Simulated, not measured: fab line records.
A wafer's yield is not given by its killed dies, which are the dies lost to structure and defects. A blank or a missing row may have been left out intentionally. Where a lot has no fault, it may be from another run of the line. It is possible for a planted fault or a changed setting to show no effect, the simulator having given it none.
Split-lot trial -- flow n5Finfet -- 7 lots, 21 wafers read, on a route of 1938 steps

== THE SPLIT ITSELF ==
At N5_ZERO_LAYER_COAT_05 (resist thk 1000 nm), the setting spinRpm was moved away from the recipe's 1500 rpm on 5 of the 21 wafers read, by -7.5% to +8.5%. For the rest of the wafers, this setting stayed at what the recipe calls for.

== BETWEEN THE SPLIT AND THE READING: the file shows 1 step in between ==
- N5_ZERO_LAYER_EXPOSE_08: exposes mask ZERO, defocus 0 nm, target cd 2000 nm (also split here: doseMj)

== THE READING ==
coat_of_ZERO_LAYER_COAT_05.thkNm (the simulator's own value, which no gauge read), in nm, at N5_ZERO_LAYER_DEVELOP_10 (develop time 60 s). The file does not state a usual value for it. The 16 wafers here that ran the recipe average 987.6 nm, standard deviation 2.6 nm.

wafer,"tool, chamber at the split","spinRpm as run, rpm",against the recipe,"coat_of_ZERO_LAYER_COAT_05.thkNm, nm",against lot-mates on the recipe
L075.4,"lithoTrack-01, 0",1500,recipe,987.8,-
L075.5,"lithoTrack-01, 0",1500,recipe,984.5,-
L075.6,"lithoTrack-01, 0",1587,+5.8%,959.1,-27.0
L080.2,"lithoTrack-01, 0",1500,recipe,987.4,-
L080.4,"lithoTrack-01, 0",1500,recipe,986.4,-
L080.6,"lithoTrack-01, 0",1500,recipe,984.8,-
L087.1,"lithoTrack-01, 0",1500,recipe,989.8,-
L087.2,"lithoTrack-01, 0",1500,recipe,991.6,-
L087.5,"lithoTrack-01, 0",1628,+8.5%,947.3,-43.4
L091.1,"lithoTrack-01, 0",1388,-7.5%,1027,+38.1
L091.3,"lithoTrack-01, 0",1500,recipe,988.1,-
L091.5,"lithoTrack-01, 0",1500,recipe,989.6,-
L092.2,"lithoTrack-01, 0",1500,recipe,992.7,-
L092.3,"lithoTrack-01, 0",1500,recipe,989.2,-
L092.4,"lithoTrack-01, 0",1600,+6.7%,959.3,-31.7
L095.1,"lithoTrack-02, 0",1500,recipe,984.1,-
L095.4,"lithoTrack-02, 0",1500,recipe,985.7,-
L095.6,"lithoTrack-02, 0",1500,recipe,983.2,-
L096.1,"lithoTrack-01, 0",1500,recipe,988.9,-
L096.2,"lithoTrack-01, 0",1500,recipe,988.2,-
L096.5,"lithoTrack-01, 0",1544,+2.9%,974.4,-14.1

FIT RESULTS
A straight line over all 21 wafers: coat_of_ZERO_LAYER_COAT_05.thkNm changes by -4.82 nm for each +1% of spinRpm; r = -0.99; the points scatter about the line by 2.7 nm.
The same after taking each lot's own level away (the mean of its wafers on the recipe; 21 wafers): -4.96 nm for each +1%; r = -1.00; scatter 1.2 nm.
On that fit, the largest move of spinRpm shifts the reading by 42 nm.
The lots' own levels span 984.33 to 990.95 nm, that is 2.5 times the standard deviation above.
Hence the lot-to-lot level has little effect on the slope; both slopes agree.
Check: with one of the wafers moved furthest among these (+8.5%) left out of the fit, the line predicts -41.5 nm for it against its lot-mates. It came out at -43.4 nm against them.

== THE OTHER SPLITS THESE WAFERS WENT THROUGH ==
Before the reading, these wafers also passed through other splits. Each is held against what the fit with the lots' levels taken away leaves over:
other split on the same wafers,wafers away from the commonest value,r with coat_of_ZERO_LAYER_COAT_05.thkNm (lot level and that fit taken away)
N5_ZERO_LAYER_PECVD_02 timeS,8,-0.15
N5_ZERO_LAYER_EXPOSE_08 doseMj,7,+0.04

== THE WHOLE CHAIN: every reading that the file lists as answering this split, in the file's order ==
step,what it does,reading,change (the file's fit),r (the file's)
N5_ZERO_LAYER_COAT_05,resist thk 1000 nm,"coat_of_ZERO_LAYER_COAT_05.thkNm (the simulator's own value, which no gauge read)",-4.94 nm for each +1% of the setting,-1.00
N5_ZERO_LAYER_DEVELOP_10,develop time 60 s,"coat_of_ZERO_LAYER_COAT_05.thkNm (the simulator's own value, which no gauge read)",-4.95 nm for each +1% of the setting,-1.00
N5_ZERO_LAYER_STRIP_24,strips in O2,stripTimeToEndpointS,withheld for each +1% of the setting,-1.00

== FILE'S OWN FIT ==
coat_of_ZERO_LAYER_COAT_05.thkNm changes by -4.95 nm for each +1% of spinRpm, r = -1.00.
